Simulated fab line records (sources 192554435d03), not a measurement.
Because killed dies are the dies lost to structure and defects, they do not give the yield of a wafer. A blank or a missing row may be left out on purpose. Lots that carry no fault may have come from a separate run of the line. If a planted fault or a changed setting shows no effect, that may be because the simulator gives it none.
Chamber matching | flow n5_finfet | N5_HKMG_FIN_CVD_62 on thermal_cvd_si-02 has 3 sister chambers
The step deposits a-Si from Si2H6, target thk 3 nm, time 20.8 s. 24 wafers are shown with their chamber, then 12 later ones without.

## WAFERS WITH THEIR CHAMBER
wafer  | chamber | heater_power_w (W)
L074.2 | 2       | 1250
L074.5 | 1       | 1388
L074.6 | 2       | 1243
L076.1 | 0       | 1475
L076.2 | 2       | 1233
L076.4 | 0       | 1504
L078.1 | 2       | 1240
L078.3 | 1       | 1406
L078.5 | 2       | 1243
L080.3 | 1       | 1438
L080.5 | 1       | 1391
L080.6 | 2       | 1249
L082.1 | 2       | 1248
L082.3 | 1       | 1393
L082.4 | 0       | 1514
L084.1 | 0       | 1503
L084.2 | 2       | 1257
L084.4 | 0       | 1471
L086.1 | 2       | 1296
L086.4 | 1       | 1410
L086.6 | 2       | 1285
L088.2 | 1       | 1450
L088.4 | 0       | 1480
L088.5 | 1       | 1426

SIGNATURES (means of the wafers above)
reading        | chamber 0 | chamber 1 | chamber 2 | scatter within a chamber
heater_power_w | 1491.17   | 1412.75   | 1254.40   | 20.7
Rule: for each reading, subtract the chamber's mean from the wafer's reading, divide by that reading's scatter and square the result; add these up over the readings and take the root, which gives the wafer's distance from the chamber. The wafer belongs to the nearest chamber; if the next one is less than 2 further off, it can't be placed. The scatter: take each reading less its chamber's mean, square it, sum over the shown wafers, divide by the number of wafers less the number of chambers, and take the root.

## WAFERS MISSING THEIR CHAMBER
wafer  | heater_power_w (W)
L090.1 | 1258
L090.4 | 1273
L090.5 | 1527
L092.1 | 1445
L092.2 | 1489
L092.5 | 1372
L096.1 | 1257
L096.2 | 1494
L096.3 | 1425
L094.1 | 1237
L094.4 | 1516
L094.5 | 1294

## THE CHAMBER EACH PASSED THROUGH
wafer  | from the rows above     | in truth
L090.1 | 2                       | 2
L090.4 | 2                       | 2
L090.5 | 0                       | 0
L092.1 | can't be placed: 1 or 0 | 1
L092.2 | 0                       | 0
L092.5 | 1                       | 1
L096.1 | 2                       | 2
L096.2 | 0                       | 0
L096.3 | 1                       | 1
L094.1 | 2                       | 2
L094.4 | 0                       | 0
L094.5 | 2                       | 2
Correct placement for 11 of the 12. Unplaceable from these rows: 1, with the true chamber sitting among the candidates in 1. 0 placed wrongly.
